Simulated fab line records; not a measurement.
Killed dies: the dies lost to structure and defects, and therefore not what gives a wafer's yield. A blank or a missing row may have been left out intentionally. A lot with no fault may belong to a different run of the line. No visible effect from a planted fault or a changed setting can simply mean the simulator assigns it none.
Matching of chambers || flow n5Finfet || rieDiel-04 running N5_DUMMY_GATE_ETCH_36: 4 sister chambers
The step etches SiARC in CF4, target depth 13 nm. 8 wafers are shown with their chamber, then 7 later ones without.

## WAFERS, EACH WITH ITS CHAMBER
{"wafer": "L077.4", "chamber": 2, "throttleValvePct (%)": 15.67, "rfVppV (V)": 182.8}
{"wafer": "L077.6", "chamber": 2, "throttleValvePct (%)": 15.67, "rfVppV (V)": 183.7}
{"wafer": "L081.1", "chamber": 0, "throttleValvePct (%)": 15.37, "rfVppV (V)": 183.7}
{"wafer": "L082.1", "chamber": 1, "throttleValvePct (%)": 15.97, "rfVppV (V)": 185.8}
{"wafer": "L082.4", "chamber": 3, "throttleValvePct (%)": 15.69, "rfVppV (V)": 185.2}
{"wafer": "L082.5", "chamber": 3, "throttleValvePct (%)": 15.68, "rfVppV (V)": 185.8}
{"wafer": "L085.2", "chamber": 0, "throttleValvePct (%)": 15.37, "rfVppV (V)": 184.1}
{"wafer": "L085.5", "chamber": 1, "throttleValvePct (%)": 15.98, "rfVppV (V)": 186.0}

## WAFERS MISSING THEIR CHAMBER
{"wafer": "L085.6", "throttleValvePct (%)": 15.38, "rfVppV (V)": 184.5}
{"wafer": "L089.1", "throttleValvePct (%)": 15.71, "rfVppV (V)": 186.0}
{"wafer": "L089.4", "throttleValvePct (%)": 15.70, "rfVppV (V)": 182.6}
{"wafer": "L089.6", "throttleValvePct (%)": 15.71, "rfVppV (V)": 183.1}
{"wafer": "L091.2", "throttleValvePct (%)": 16.01, "rfVppV (V)": 184.8}
{"wafer": "L091.5", "throttleValvePct (%)": 15.72, "rfVppV (V)": 183.7}
{"wafer": "L091.6", "throttleValvePct (%)": 15.70, "rfVppV (V)": 185.4}

## THE CHAMBER EACH PASSED THROUGH
{"wafer": "L085.6", "from the rows above": 0, "in truth": 0}
{"wafer": "L089.1", "from the rows above": 3, "in truth": 3}
{"wafer": "L089.4", "from the rows above": "can't be placed: 2 or 3", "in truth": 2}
{"wafer": "L089.6", "from the rows above": "can't be placed: 3 or 2", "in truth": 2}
{"wafer": "L091.2", "from the rows above": 1, "in truth": 1}
{"wafer": "L091.5", "from the rows above": "can't be placed: 3 or 2", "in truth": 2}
{"wafer": "L091.6", "from the rows above": 3, "in truth": 3}
4 of 7 placed correctly. Can't be placed from these rows: 3 (the true chamber is among the candidates in 3). 0 placed wrongly.
How it was worked out, from the rows above alone: a wafer's distance from a chamber is the root of the sum, over the readings, of the square of ((its reading less the chamber's mean) divided by the reading's scatter). If the next closest chamber is less than 2 further off than the closest, the wafer can't be placed; otherwise it belongs to the closest. Each chamber's mean is taken over the wafers shown for it. The scatter: the root of (the sum of the squares of (reading less its chamber's mean) over the shown wafers, divided by (wafers less chambers)).
